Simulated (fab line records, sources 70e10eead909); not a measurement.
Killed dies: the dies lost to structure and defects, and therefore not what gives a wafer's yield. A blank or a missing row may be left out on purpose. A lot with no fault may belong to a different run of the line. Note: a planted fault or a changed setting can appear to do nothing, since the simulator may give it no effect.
fab line records | flow nand-harc | part 2 of 2: steps 28 to 38 of 38
record lots=5 | wafers=15 | last-day=32
route steps=1302 shown A_SOURCE_PLATE@416 A_ONON_D1@424 A_CHANNEL_HOLE_D1@450
lots with no fault: from the same line, run without faults
start-h: hours from the record's opening day to when the first of the lot's shown wafers began | wait-h: hours from the lot's prior step to this one | " the same as in the row above | L1.1+2: a row that stands for several wafers | - value missing, or start not given | * or withheld: withheld | < > ~ a bound
route shown NAME@n: NAME is a module with steps in the file, n the number in the route of the first one | usual: mean/standard deviation taken from wafers without a fault | same: alike in all rows | chamber/n: place in a boat | sites: per-site readings | _std_site: how widely they spread, as a standard deviation | _edge_site: inner sites' mean taken away from outer sites' mean | radius-mm: for every site, how far away it sits from the centre of the wafer | mask NAME#n: copy n | behind: tool/chamber where the wafer was last shaped | hold: what put the lot on hold/how long, in hours/how the hold closed | device: which transistor (n, p or np) failed to switch | end of line: tests of these same wafers at the route's end | step lacking rows: just its recipe | killed: count of dies lost to structure and defects at first sort (not the wafer's yield) | map: the dies of a wafer, with x for killed, . for not killed, _ for no die there
set.NAME: setting as actually run; set.NAME@STEP: the setting as run at that earlier step | model.NAME: the simulator's own value behind a step, which no gauge read
lots at selected steps of the route; one table per step, one row per wafer
services: from which hour (start-h, from the record's first day; less than 0 if before it) a tool's chamber was out of use, for how many hours, and why
## steps
# step NHARC_A_ONON_D1_DEP_33
# recipe target-thk-a=2000 | temp-c=400 | pressure-torr=6.5 | rf-w=900 | teos-flow-sccm=161.4 | flow-sccm=2650 | target-thk-nm=200 | gas=O2 | material=SiO2
# usual heater-power-w=518/95 | throttle-valve-pct=16.0/0.43
lot.wafer | tool     | chamber | start-h | wait-h | heater-power-w | throttle-valve-pct
L077.1    | pecvd-03 | 0       | 200.09  | 0.1    | 575            | 16.1
L077.4    | "        | 1       | "       | "      | 664            | 16.2
L077.6    | "        | 0       | "       | "      | 593            | 16.2
L086.2    | pecvd-04 | 2       | 289.79  | 0.1    | 418            | 15.2
L086.5    | "        | 2       | "       | "      | 424            | 15.3
L086.6    | "        | 1       | "       | "      | 584            | 16.4
L091.3    | pecvd-03 | 2       | 351.97  | 0.1    | 468            | 16.4
L091.2    | "        | 0       | "       | "      | 668            | 16.4
L091.6    | "        | 1       | "       | "      | 649            | 16.4
L093.1    | pecvd-02 | 0       | 359.60  | 0.1    | 536            | 16.4
L093.4    | "        | 0       | "       | "      | 551            | 16.0
L093.5    | "        | 2       | "       | "      | 527            | 16.0
L094.3    | pecvd-02 | 1       | 384.47  | 0.1    | 513            | 15.2
L094.2    | "        | 2       | "       | "      | 550            | 16.2
L094.1    | "        | 0       | "       | "      | 565            | 16.1
# step NHARC_A_ONON_D1_THK_MEAS_34
# recipe thk-meas-gauge=ellipsometry
# usual thk-nm=199.9/2.8
lot.wafer | tool          | chamber | start-h | wait-h | thk-nm
L077.1    | film-metro-01 | -       | 200.42  | -      | 200.6
L077.4    | "             | -       | "       | "      | 204.0
L077.6    | "             | -       | "       | "      | 203.3
L086.2    | film-metro-01 | -       | 290.21  | -      | 195.6
L086.5    | "             | -       | "       | "      | 203.9
L086.6    | "             | -       | "       | "      | 198.4
L091.2    | film-metro-02 | -       | 352.37  | -      | 200.3
L091.3    | "             | -       | "       | "      | 196.3
L091.6    | "             | -       | "       | "      | 199.1
L093.1    | film-metro-01 | -       | 360.01  | -      | 193.2
L093.4    | "             | -       | "       | "      | 198.9
L093.5    | "             | -       | "       | "      | 201.7
L094.1    | film-metro-01 | -       | 384.89  | -      | 196.7
L094.2    | "             | -       | "       | "      | 196.6
L094.3    | "             | -       | "       | "      | 196.2
# step NHARC_A_ONON_D1_INSPECT_32
# usual raw-defect-count=72/21
lot.wafer | tool              | chamber | start-h | wait-h | raw-defect-count
L077.1    | defect-inspect-02 | -       | 200.50  | 0.0    | 103
L077.4    | "                 | -       | "       | "      | 44
L077.6    | "                 | -       | "       | "      | 74
L086.2    | defect-inspect-02 | -       | 290.29  | 0.0    | 112
L086.5    | "                 | -       | "       | "      | 110
L086.6    | "                 | -       | "       | "      | 80
L091.2    | defect-inspect-02 | -       | 352.44  | 0.0    | 73
L091.3    | "                 | -       | "       | "      | 67
L091.6    | "                 | -       | "       | "      | 56
L093.1    | defect-inspect-01 | -       | 360.08  | 0.0    | 120
L093.4    | "                 | -       | "       | "      | 94
L093.5    | "                 | -       | "       | "      | 68
L094.1    | defect-inspect-02 | -       | 384.95  | 0.0    | 38
L094.2    | "                 | -       | "       | "      | 50
L094.3    | "                 | -       | "       | "      | 101
# step NHARC_A_CHANNEL_HOLE_D1_DEP_00
# recipe target-thk-a=31000 | temp-c=400 | material=aC
# usual throttle-valve-pct=35.000/0.0083
lot.wafer | tool       | chamber | start-h | wait-h | throttle-valve-pct
L077.1    | acl-dep-02 | 0       | 202.73  | 2.2    | 35.005
L077.4    | "          | 0       | "       | "      | 34.993
L077.6    | "          | 0       | "       | "      | 34.981
L086.2    | acl-dep-01 | 0       | 291.44  | 1.2    | 34.999
L086.5    | "          | 0       | "       | "      | 35.000
L086.6    | "          | 0       | "       | "      | 35.010
L091.2    | acl-dep-03 | 0       | 353.31  | 0.9    | 34.991
L091.3    | "          | 0       | "       | "      | 34.984
L091.6    | "          | 0       | "       | "      | 34.998
L093.1    | acl-dep-03 | 0       | 361.38  | 1.3    | 35.007
L093.4    | "          | 0       | "       | "      | 35.000
L093.5    | "          | 0       | "       | "      | 35.004
L094.1    | acl-dep-02 | 0       | 385.02  | 0.1    | 35.001
L094.2    | "          | 0       | "       | "      | 35.020
L094.3    | "          | 0       | "       | "      | 34.984
# step NHARC_A_CHANNEL_HOLE_D1_DEP_01
# recipe target-thk-a=1400 | target-thk-nm=140 | temp-c=400 | pressure-torr=3.5 | flow-sccm=200 | rf-w=350 | material=SiON
# usual heater-power-w=690/56
lot.wafer | tool     | chamber | start-h | wait-h | heater-power-w
L077.1    | pecvd-02 | 0       | 204.65  | 1.6    | 696
L077.6    | "        | 0       | "       | "      | 725
L077.4    | "        | 1       | "       | "      | 694
L086.2    | pecvd-01 | 2       | 293.06  | 1.3    | 610
L086.5    | "        | 2       | "       | "      | 624
L086.6    | "        | 0       | "       | "      | 708
L091.2    | pecvd-02 | 2       | 354.92  | 1.3    | 770
L091.3    | "        | 0       | "       | "      | 641
L091.6    | "        | 0       | "       | "      | 659
L093.1    | pecvd-01 | 0       | 363.37  | 1.7    | 671
L093.5    | "        | 1       | "       | "      | 657
L093.4    | "        | 0       | "       | "      | 661
L094.2    | pecvd-01 | 1       | 386.93  | 1.3    | 571
L094.1    | "        | 2       | "       | "      | 684
L094.3    | "        | 0       | "       | "      | 785
# step NHARC_A_CHANNEL_HOLE_D1_DEHYDRATE_02
# recipe temp-c=150 | time-s=120
# usual chill-plate-temp-C=22.99/0.12
lot.wafer | tool           | chamber | start-h | wait-h | chill-plate-temp-C
L077.1    | litho-track-01 | 0       | 204.92  | 0.2    | 23.08
L077.4    | "              | 0       | "       | "      | 23.05
L077.6    | "              | 0       | "       | "      | 23.01
L086.2    | litho-track-04 | 0       | 293.30  | 0.2    | 22.86
L086.5    | "              | 0       | "       | "      | 22.86
L086.6    | "              | 0       | "       | "      | 22.96
L091.2    | litho-track-01 | 0       | 355.16  | 0.2    | 22.83
L091.3    | "              | 0       | "       | "      | 22.80
L091.6    | "              | 0       | "       | "      | 23.04
L093.1    | litho-track-04 | 0       | 363.58  | 0.2    | 23.25
L093.4    | "              | 0       | "       | "      | 23.30
L093.5    | "              | 0       | "       | "      | 23.23
L094.1    | litho-track-06 | 0       | 387.21  | 0.2    | 22.80
L094.2    | "              | 0       | "       | "      | 22.85
L094.3    | "              | 0       | "       | "      | 22.87
# step NHARC_A_CHANNEL_HOLE_D1_HMDS_03
# recipe time-s=30
# usual chill-plate-temp-C=22.99/0.11
lot.wafer | tool           | chamber | start-h | wait-h | chill-plate-temp-C
L077.1    | litho-track-01 | 0       | -       | -      | 22.96
L077.4    | "              | 0       | "       | "      | 23.23
L077.6    | "              | 0       | "       | "      | 23.09
L086.2    | litho-track-04 | 0       | -       | -      | 23.07
L086.5    | "              | 0       | "       | "      | 22.97
L086.6    | "              | 0       | "       | "      | 22.97
L091.2    | litho-track-01 | 0       | -       | -      | 22.86
L091.3    | "              | 0       | "       | "      | 22.97
L091.6    | "              | 0       | "       | "      | 23.18
L093.1    | litho-track-04 | 0       | -       | -      | 22.89
L093.4    | "              | 0       | "       | "      | 23.06
L093.5    | "              | 0       | "       | "      | 22.81
L094.1    | litho-track-06 | 0       | -       | -      | 23.07
L094.2    | "              | 0       | "       | "      | 23.12
L094.3    | "              | 0       | "       | "      | 23.08
# step NHARC_A_CHANNEL_HOLE_D1_COAT_36
# recipe temp-c=260 | time-s=75
# usual chill-plate-temp-C=22.98/0.11
lot.wafer | tool           | chamber | start-h | wait-h | chill-plate-temp-C
L077.1    | litho-track-01 | 0       | -       | -      | 22.95
L077.4    | "              | 0       | "       | "      | 23.07
L077.6    | "              | 0       | "       | "      | 22.84
L086.2    | litho-track-04 | 0       | -       | -      | 23.00
L086.5    | "              | 0       | "       | "      | 22.95
L086.6    | "              | 0       | "       | "      | 23.06
L091.2    | litho-track-01 | 0       | -       | -      | 23.01
L091.3    | "              | 0       | "       | "      | 23.04
L091.6    | "              | 0       | "       | "      | 22.93
L093.1    | litho-track-04 | 0       | -       | -      | 22.68
L093.4    | "              | 0       | "       | "      | 22.83
L093.5    | "              | 0       | "       | "      | 22.80
L094.1    | litho-track-06 | 0       | -       | -      | 23.04
L094.2    | "              | 0       | "       | "      | 23.18
L094.3    | "              | 0       | "       | "      | 22.88
# step NHARC_A_CHANNEL_HOLE_D1_COAT_37
# recipe temp-c=225 | time-s=65
# usual chill-plate-temp-C=23.03/0.093
lot.wafer | tool           | chamber | start-h | wait-h | chill-plate-temp-C
L077.1    | litho-track-01 | 0       | -       | -      | 23.01
L077.4    | "              | 0       | "       | "      | 23.06
L077.6    | "              | 0       | "       | "      | 23.11
L086.2    | litho-track-04 | 0       | -       | -      | 22.94
L086.5    | "              | 0       | "       | "      | 22.93
L086.6    | "              | 0       | "       | "      | 22.96
L091.2    | litho-track-01 | 0       | -       | -      | 23.06
L091.3    | "              | 0       | "       | "      | 22.98
L091.6    | "              | 0       | "       | "      | 23.03
L093.1    | litho-track-04 | 0       | -       | -      | 23.31
L093.4    | "              | 0       | "       | "      | 23.19
L093.5    | "              | 0       | "       | "      | 23.11
L094.1    | litho-track-06 | 0       | -       | -      | 22.97
L094.2    | "              | 0       | "       | "      | 22.98
L094.3    | "              | 0       | "       | "      | 23.10
# step NHARC_A_CHANNEL_HOLE_D1_COAT_04
# recipe spin-rpm=1500 | resist-thk-nm=90
# usual chill-plate-temp-C=23.01/0.098
lot.wafer | tool           | chamber | start-h | wait-h | chill-plate-temp-C
L077.1    | litho-track-01 | 0       | -       | -      | 23.13
L077.4    | "              | 0       | "       | "      | 23.01
L077.6    | "              | 0       | "       | "      | 22.84
L086.2    | litho-track-04 | 0       | -       | -      | 23.00
L086.5    | "              | 0       | "       | "      | 23.19
L086.6    | "              | 0       | "       | "      | 23.09
L091.2    | litho-track-01 | 0       | -       | -      | 23.08
L091.3    | "              | 0       | "       | "      | 23.13
L091.6    | "              | 0       | "       | "      | 22.93
L093.1    | litho-track-04 | 0       | -       | -      | 23.12
L093.4    | "              | 0       | "       | "      | 22.93
L093.5    | "              | 0       | "       | "      | 23.01
L094.1    | litho-track-06 | 0       | -       | -      | 22.96
L094.2    | "              | 0       | "       | "      | 22.93
L094.3    | "              | 0       | "       | "      | 22.79
# step NHARC_A_CHANNEL_HOLE_D1_SOFTBAKE_05
# recipe temp-c=105 | time-s=55
# usual chill-plate-temp-C=23.00/0.11
lot.wafer | tool           | chamber | start-h | wait-h | chill-plate-temp-C
L077.1    | litho-track-01 | 0       | -       | -      | 23.11
L077.4    | "              | 0       | "       | "      | 23.13
L077.6    | "              | 0       | "       | "      | 23.08
L086.2    | litho-track-04 | 0       | -       | -      | 22.99
L086.5    | "              | 0       | "       | "      | 22.97
L086.6    | "              | 0       | "       | "      | 23.18
L091.2    | litho-track-01 | 0       | -       | -      | 22.94
L091.3    | "              | 0       | "       | "      | 23.11
L091.6    | "              | 0       | "       | "      | 22.91
L093.1    | litho-track-04 | 0       | -       | -      | 22.97
L093.4    | "              | 0       | "       | "      | 23.04
L093.5    | "              | 0       | "       | "      | 22.99
L094.1    | litho-track-06 | 0       | -       | -      | 23.19
L094.2    | "              | 0       | "       | "      | 23.25
L094.3    | "              | 0       | "       | "      | 23.24
## services
tool           | chamber | start-h | hours | kind
litho-track-01 | -       | 155.00  | 7.0   | pm
pecvd-02       | -       | 155.16  | 0.6   | repair
pecvd-02       | 0       | 166.91  | 4.2   | repair
pecvd-02       | 2       | 174.73  | 7.5   | repair
litho-track-06 | -       | 179.00  | 7.0   | pm
pecvd-onon-02  | -       | 185.59  | 13.0  | pm
pecvd-02       | -       | 199.28  | 1.1   | repair
litho-track-04 | -       | 203.00  | 7.0   | pm
pecvd-02       | 0       | 220.03  | 10.7  | repair
pvd-sputter-01 | -       | 226.00  | 10.0  | pm
pecvd-02       | -       | 227.00  | 13.0  | pm
pecvd-onon-03  | -       | 227.00  | 13.0  | pm
pecvd-01       | -       | 263.46  | 2.7   | repair
pecvd-02       | -       | 290.81  | 1.7   | repair
pecvd-01       | 2       | 299.59  | 11.9  | repair
pecvd-01       | -       | 311.00  | 13.0  | pm
pecvd-onon-04  | -       | 311.30  | 13.0  | pm
litho-track-01 | -       | 330.00  | 7.0   | pm
pecvd-01       | 1       | 331.17  | 8.5   | repair
pecvd-01       | -       | 332.68  | 0.8   | repair
litho-track-06 | -       | 354.00  | 7.0   | pm
pecvd-onon-04  | -       | 362.11  | 18.0  | repair
pecvd-onon-02  | -       | 366.59  | 13.0  | pm
litho-track-04 | -       | 378.00  | 7.0   | pm
